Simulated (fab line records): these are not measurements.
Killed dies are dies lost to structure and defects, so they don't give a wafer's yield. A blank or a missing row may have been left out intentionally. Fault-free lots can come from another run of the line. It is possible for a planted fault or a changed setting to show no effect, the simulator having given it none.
Which of the tools did it? || flow nand-harc || 42 wafers from 14 lots sampled at 4 of the route's 1302 steps

== WHAT THE GAUGES READ, wafer by wafer ==
NHARC_END_SORT_01. Usual: killed-at-array 51, standard deviation 18; killed-at-other 1.0, standard deviation 1.2; killed-at-periphery 3.7, standard deviation 2.9; killed-dies 55, standard deviation 19; killed-open 3.5, standard deviation 1.9; killed-short 2.6, standard deviation 1.6.
{"lot": "L104", "measured": "day 29 11:43", "on": "prober-01", "killed-at-array": "25 26 33", "killed-at-other": "0 0 0", "killed-at-periphery": "74 63 68", "killed-dies": "99 89 101", "killed-open": "4 5 2", "killed-short": "2 2 3", "flag": "OFF"}
{"lot": "L105", "measured": "day 29 10:55", "on": "prober-02", "killed-at-array": "81 74 78", "killed-at-other": "0 0 0", "killed-at-periphery": "72 77 66", "killed-dies": "153 151 144", "killed-open": "4 3 3", "killed-short": "4 2 2", "flag": "OFF"}

== TOOL THAT RAN EACH LOT (tool first, then ch and the chambers of the sampled wafers, then the start) ==
{"lot": "L994", "NHARC_P_CONTACT_ALD_22": "ald-metal-01 ch 0,1,2, day 6 07:20", "NHARC_A_BONDPAD_CMP_19": "cmp-04 ch 0,2,3, day 23 12:54", "NHARC_THIN_TSV_PRE_CLEAN_54": "pvd-sputter-02, day 24 06:47"}
{"lot": "L995", "NHARC_P_CONTACT_ALD_22": "ald-metal-03 ch 1,2, day 6 19:13", "NHARC_A_BONDPAD_CMP_19": "cmp-04 ch 1,2,3, day 24 09:52", "NHARC_THIN_TSV_PRE_CLEAN_54": "pvd-sputter-03, day 25 05:01"}
{"lot": "L996", "NHARC_P_CONTACT_ALD_22": "ald-metal-01 ch 0,2, day 6 23:06", "NHARC_A_BONDPAD_CMP_19": "cmp-04 ch 0,1, day 24 05:34", "NHARC_THIN_TSV_PRE_CLEAN_54": "pvd-sputter-02, day 24 22:59"}
{"lot": "L997", "NHARC_P_CONTACT_ALD_22": "ald-metal-01 ch 0,1,2, day 7 12:26", "NHARC_A_BONDPAD_CMP_19": "cmp-01 ch 0,2,3, day 24 07:26", "NHARC_THIN_TSV_PRE_CLEAN_54": "pvd-sputter-01, day 25 00:11"}
{"lot": "L998", "NHARC_P_CONTACT_ALD_22": "ald-metal-04 ch 2,3, day 8 06:34", "NHARC_A_BONDPAD_CMP_19": "cmp-01 ch 0,3, day 24 21:39", "NHARC_THIN_TSV_PRE_CLEAN_54": "pvd-sputter-01, day 25 18:06"}
{"lot": "L999", "NHARC_P_CONTACT_ALD_22": "ald-metal-03 ch 0,1, day 8 08:30", "NHARC_A_BONDPAD_CMP_19": "cmp-01 ch 1,2, day 24 20:20", "NHARC_THIN_TSV_PRE_CLEAN_54": "pvd-sputter-02, day 25 16:53"}
{"lot": "L100", "NHARC_P_CONTACT_ALD_22": "ald-metal-03 ch 1,2, day 8 20:16", "NHARC_A_BONDPAD_CMP_19": "cmp-01 ch 0,1,3, day 26 07:23", "NHARC_THIN_TSV_PRE_CLEAN_54": "pvd-sputter-03, day 27 01:03"}
{"lot": "L101", "NHARC_P_CONTACT_ALD_22": "ald-metal-04 ch 1,3, day 9 07:00", "NHARC_A_BONDPAD_CMP_19": "cmp-01 ch 0,2,3, day 25 23:46", "NHARC_THIN_TSV_PRE_CLEAN_54": "pvd-sputter-01, day 26 19:50"}
{"lot": "L102", "NHARC_P_CONTACT_ALD_22": "ald-metal-04 ch 0,3, day 9 17:03", "NHARC_A_BONDPAD_CMP_19": "cmp-03 ch 1,2,3, day 27 09:32", "NHARC_THIN_TSV_PRE_CLEAN_54": "pvd-sputter-02, day 28 03:22"}
{"lot": "L103", "NHARC_P_CONTACT_ALD_22": "ald-metal-04 ch 1,2,3, day 10 02:16", "NHARC_A_BONDPAD_CMP_19": "cmp-04 ch 0,1,2, day 27 08:29", "NHARC_THIN_TSV_PRE_CLEAN_54": "pvd-sputter-03, day 28 01:44"}
{"lot": "L104", "NHARC_P_CONTACT_ALD_22": "ald-metal-04 ch 0,2,3, day 10 16:33", "NHARC_A_BONDPAD_CMP_19": "cmp-01 ch 1,2, day 28 04:58", "NHARC_THIN_TSV_PRE_CLEAN_54": "pvd-sputter-01, day 28 23:38"}
{"lot": "L105", "NHARC_P_CONTACT_ALD_22": "ald-metal-04 ch 1,2,3, day 10 19:36", "NHARC_A_BONDPAD_CMP_19": "cmp-04 ch 1,2,3, day 28 05:58", "NHARC_THIN_TSV_PRE_CLEAN_54": "pvd-sputter-02, day 29 01:16"}
{"lot": "L114", "NHARC_P_CONTACT_ALD_22": "ald-metal-03 ch 0,1,2, day 14 19:46", "NHARC_A_BONDPAD_CMP_19": "cmp-01 ch 1,2,3, day 32 08:29", "NHARC_THIN_TSV_PRE_CLEAN_54": "pvd-sputter-01, day 33 04:25"}
{"lot": "L116", "NHARC_P_CONTACT_ALD_22": "ald-metal-03 ch 0,2,3, day 15 19:28", "NHARC_A_BONDPAD_CMP_19": "cmp-01 ch 0,2,3, day 32 23:08", "NHARC_THIN_TSV_PRE_CLEAN_54": "pvd-sputter-02, day 33 16:51"}
- NHARC_P_CONTACT_ALD_22: deposits TiN, target thk 3 nm, pulse time 1 s, ald cycles 150.
- NHARC_A_BONDPAD_CMP_19: polishes, t overpolish 30 s, cu recess touch 16 s, target thk 169.82 nm.
- NHARC_THIN_TSV_PRE_CLEAN_54: time 30 s.

== WHAT THE TOOLS THEMSELVES READ (means of the sampled wafers that have a number; where no wafer has one, the mark that the record gives instead) ==
NHARC_P_CONTACT_ALD_22. Usual: heater-power-w 1065 W, standard deviation 110; precursor-pulse-height-rel 0.997, standard deviation 0.022.
{"lot": "L994", "tool": "ald-metal-01", "heater-power-w (W)": 1101, "precursor-pulse-height-rel": 1.018, "flag": ""}
{"lot": "L995", "tool": "ald-metal-03", "heater-power-w (W)": 1138, "precursor-pulse-height-rel": 1.008, "flag": ""}
{"lot": "L996", "tool": "ald-metal-01", "heater-power-w (W)": 1075, "precursor-pulse-height-rel": 1.013, "flag": ""}
{"lot": "L997", "tool": "ald-metal-01", "heater-power-w (W)": 1115, "precursor-pulse-height-rel": 1.015, "flag": ""}
{"lot": "L998", "tool": "ald-metal-04", "heater-power-w (W)": 952, "precursor-pulse-height-rel": 1.010, "flag": ""}
{"lot": "L999", "tool": "ald-metal-03", "heater-power-w (W)": 999, "precursor-pulse-height-rel": 0.989, "flag": ""}
{"lot": "L100", "tool": "ald-metal-03", "heater-power-w (W)": 1130, "precursor-pulse-height-rel": 1.026, "flag": ""}
{"lot": "L101", "tool": "ald-metal-04", "heater-power-w (W)": 995, "precursor-pulse-height-rel": 0.998, "flag": ""}
{"lot": "L102", "tool": "ald-metal-04", "heater-power-w (W)": 995, "precursor-pulse-height-rel": 1.012, "flag": ""}
{"lot": "L103", "tool": "ald-metal-04", "heater-power-w (W)": 1032, "precursor-pulse-height-rel": 0.996, "flag": ""}
{"lot": "L104", "tool": "ald-metal-04", "heater-power-w (W)": 991, "precursor-pulse-height-rel": 0.980, "flag": ""}
{"lot": "L105", "tool": "ald-metal-04", "heater-power-w (W)": 1019, "precursor-pulse-height-rel": 0.982, "flag": ""}
{"lot": "L114", "tool": "ald-metal-03", "heater-power-w (W)": 1088, "precursor-pulse-height-rel": 1.002, "flag": ""}
{"lot": "L116", "tool": "ald-metal-03", "heater-power-w (W)": 1040, "precursor-pulse-height-rel": 0.991, "flag": ""}

NHARC_A_BONDPAD_CMP_19. Usual: motor-current-A 11.6 A, standard deviation 0.95; overpolish-run-s 30.000 s, standard deviation 0.0085; slurry-filter-dp-kPa 13.50 kPa, standard deviation 0.14.
{"lot": "L994", "tool": "cmp-04", "motor-current-A (A)": 12.4, "overpolish-run-s (s)": 30.006, "slurry-filter-dp-kPa (kPa)": 13.44, "flag": ""}
{"lot": "L995", "tool": "cmp-04", "motor-current-A (A)": 11.5, "overpolish-run-s (s)": 29.989, "slurry-filter-dp-kPa (kPa)": 13.69, "flag": ""}
{"lot": "L996", "tool": "cmp-04", "motor-current-A (A)": 12.5, "overpolish-run-s (s)": 29.994, "slurry-filter-dp-kPa (kPa)": 13.44, "flag": ""}
{"lot": "L997", "tool": "cmp-01", "motor-current-A (A)": 11.2, "overpolish-run-s (s)": 30.003, "slurry-filter-dp-kPa (kPa)": 13.45, "flag": ""}
{"lot": "L998", "tool": "cmp-01", "motor-current-A (A)": 11.6, "overpolish-run-s (s)": 29.998, "slurry-filter-dp-kPa (kPa)": 13.55, "flag": ""}
{"lot": "L999", "tool": "cmp-01", "motor-current-A (A)": 11.4, "overpolish-run-s (s)": 29.999, "slurry-filter-dp-kPa (kPa)": 13.50, "flag": ""}
{"lot": "L100", "tool": "cmp-01", "motor-current-A (A)": 11.4, "overpolish-run-s (s)": 30.007, "slurry-filter-dp-kPa (kPa)": 13.46, "flag": ""}
{"lot": "L101", "tool": "cmp-01", "motor-current-A (A)": 11.2, "overpolish-run-s (s)": 30.001, "slurry-filter-dp-kPa (kPa)": 13.39, "flag": ""}
{"lot": "L102", "tool": "cmp-03", "motor-current-A (A)": 11.6, "overpolish-run-s (s)": 29.988, "slurry-filter-dp-kPa (kPa)": 13.42, "flag": ""}
{"lot": "L103", "tool": "cmp-04", "motor-current-A (A)": 11.8, "overpolish-run-s (s)": 30.001, "slurry-filter-dp-kPa (kPa)": 13.47, "flag": ""}
{"lot": "L104", "tool": "cmp-01", "motor-current-A (A)": 11.3, "overpolish-run-s (s)": 30.003, "slurry-filter-dp-kPa (kPa)": 13.52, "flag": ""}
{"lot": "L105", "tool": "cmp-04", "motor-current-A (A)": 11.7, "overpolish-run-s (s)": 29.997, "slurry-filter-dp-kPa (kPa)": 13.63, "flag": ""}
{"lot": "L114", "tool": "cmp-01", "motor-current-A (A)": 11.4, "overpolish-run-s (s)": 30.011, "slurry-filter-dp-kPa (kPa)": 13.44, "flag": ""}
{"lot": "L116", "tool": "cmp-01", "motor-current-A (A)": 11.1, "overpolish-run-s (s)": 29.993, "slurry-filter-dp-kPa (kPa)": 13.48, "flag": ""}

NHARC_THIN_TSV_PRE_CLEAN_54. Usual: heater-power-w reads 414 W (standard deviation 57).
{"lot": "L994", "tool": "pvd-sputter-02", "heater-power-w (W)": 379, "flag": ""}
{"lot": "L995", "tool": "pvd-sputter-03", "heater-power-w (W)": 454, "flag": ""}
{"lot": "L996", "tool": "pvd-sputter-02", "heater-power-w (W)": 388, "flag": ""}
{"lot": "L997", "tool": "pvd-sputter-01", "heater-power-w (W)": 390, "flag": ""}
{"lot": "L998", "tool": "pvd-sputter-01", "heater-power-w (W)": 406, "flag": ""}
{"lot": "L999", "tool": "pvd-sputter-02", "heater-power-w (W)": 412, "flag": ""}
{"lot": "L100", "tool": "pvd-sputter-03", "heater-power-w (W)": 454, "flag": ""}
{"lot": "L101", "tool": "pvd-sputter-01", "heater-power-w (W)": 397, "flag": ""}
{"lot": "L102", "tool": "pvd-sputter-02", "heater-power-w (W)": 408, "flag": ""}
{"lot": "L103", "tool": "pvd-sputter-03", "heater-power-w (W)": 431, "flag": ""}
{"lot": "L104", "tool": "pvd-sputter-01", "heater-power-w (W)": 370, "flag": ""}
{"lot": "L105", "tool": "pvd-sputter-02", "heater-power-w (W)": 386, "flag": ""}
{"lot": "L114", "tool": "pvd-sputter-01", "heater-power-w (W)": 414, "flag": ""}
{"lot": "L116", "tool": "pvd-sputter-02", "heater-power-w (W)": 397, "flag": ""}

== THE ANSWER, worked out from the rows above alone ==
Rule: a lot is off if the mean of its wafers that have a number lies more than 3 standard deviations from the usual mean. Also off: a lot with no number at a reading for which 4 or more lots have one. The other lots that the step has rows for count as sound. First the gauges in route order, then the tools' own readings, where a lot's mean is used as printed above. The first step at which some lot is off is used, and at that step the reading that is off furthest; a lot without a number counts as furthest.
Off, at NHARC_END_SORT_01 on killed-at-periphery: L104, L105. Neither off nor sound, because the step has no rows for them: L994, L995, L996, L997, L998, L999, L100, L101, L102, L103, L114, L116.
If a tool, at a process step before that reading, ran all the lots that are off and no sound lot after the first of them, it fits. Gauges at NHARC_END_SORT_01: tried the same way as those tools. One fits: ald-metal-04 at NHARC_P_CONTACT_ALD_22. It ran no sound lot before its first lot that is off in this sample, so the start can't be narrowed down.

== WHAT WAS PUT IN BY THE SIMULATOR ==
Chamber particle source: ald-metal-04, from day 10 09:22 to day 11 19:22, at NHARC_P_CONTACT_ALD_22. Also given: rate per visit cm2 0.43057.
Struck lots among those shown: L105, L104. The rule given above showed the same thing.
